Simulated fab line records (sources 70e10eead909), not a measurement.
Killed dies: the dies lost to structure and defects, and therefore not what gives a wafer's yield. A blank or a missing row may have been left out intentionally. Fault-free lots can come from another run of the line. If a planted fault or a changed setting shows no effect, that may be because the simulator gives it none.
Matching of chambers	flow nand_harc	NHARC_HYBRID_BOND_ACTIVATE_00 on rie_diel-11: 4 sister chambers
The step chemistry N2, time 60 s. 16 wafers are shown with their chamber, then 8 later ones without.

WAFERS, EACH WITH ITS CHAMBER
wafer	chamber	showerhead_plenum_p_Torr (Torr)	drypump_motor_current_A (A)	oes_product_au (a.u.)
L601.3	2	1.78	5.35	1.009
L601.4	3	1.89	5.79	0.985
L601.6	1	1.89	5.58	1.004
L600.1	0	1.77	5.65	1.003
L600.4	1	1.89	5.58	1.011
L600.5	0	1.77	5.64	1.007
L599.1	0	1.77	5.67	1.010
L599.4	2	1.78	5.35	1.005
L599.5	0	1.77	5.66	1.012
L603.1	0	1.76	5.66	1.010
L603.3	3	1.89	5.80	1.005
L603.6	1	1.89	5.57	1.017
L615.2	2	1.78	5.36	1.008
L615.3	0	1.76	5.66	0.995
L615.6	1	1.89	5.54	0.995
L617.3	3	1.88	5.79	0.993

SIGNATURES, as means of the wafers listed above
reading	chamber 0	chamber 1	chamber 2	chamber 3	scatter within a chamber
showerhead_plenum_p_Torr	1.7667	1.8900	1.7800	1.8867	0.00408
drypump_motor_current_A	5.6567	5.5675	5.3533	5.7933	0.012
oes_product_au	1.00617	1.00675	1.00733	0.99433	0.00752
Rule: for each reading, subtract the chamber's mean from the wafer's reading, divide by that reading's scatter and square the result; add these up over the readings and take the root, which gives the wafer's distance from the chamber. If the next closest chamber is less than 2 further off than the closest, the wafer can't be placed; otherwise it belongs to the closest. How the scatter is found: for the shown wafers, subtract from each reading the mean of its chamber, square and add these, divide the total by (wafers less chambers), then take the root.

WAFERS WHOSE CHAMBER IS MISSING
wafer	showerhead_plenum_p_Torr (Torr)	drypump_motor_current_A (A)	oes_product_au (a.u.)
L617.4	1.78	5.34	1.004
L617.6	1.88	5.78	0.985
L616.4	1.88	5.56	0.998
L616.5	1.78	5.32	1.018
L616.6	1.88	5.79	0.991
L621.2	1.88	5.55	1.013
L621.4	1.78	5.28	1.015
L621.5	1.78	5.30	1.014

THE CHAMBER EACH PASSED THROUGH
wafer	from the rows above	in truth
L617.4	2	2
L617.6	3	3
L616.4	1	1
L616.5	2	2
L616.6	3	3
L621.2	1	1
L621.4	2	2
L621.5	2	2
Correct placement for 8 of the 8. From these rows, 0 cannot be placed. 0 placed wrongly.
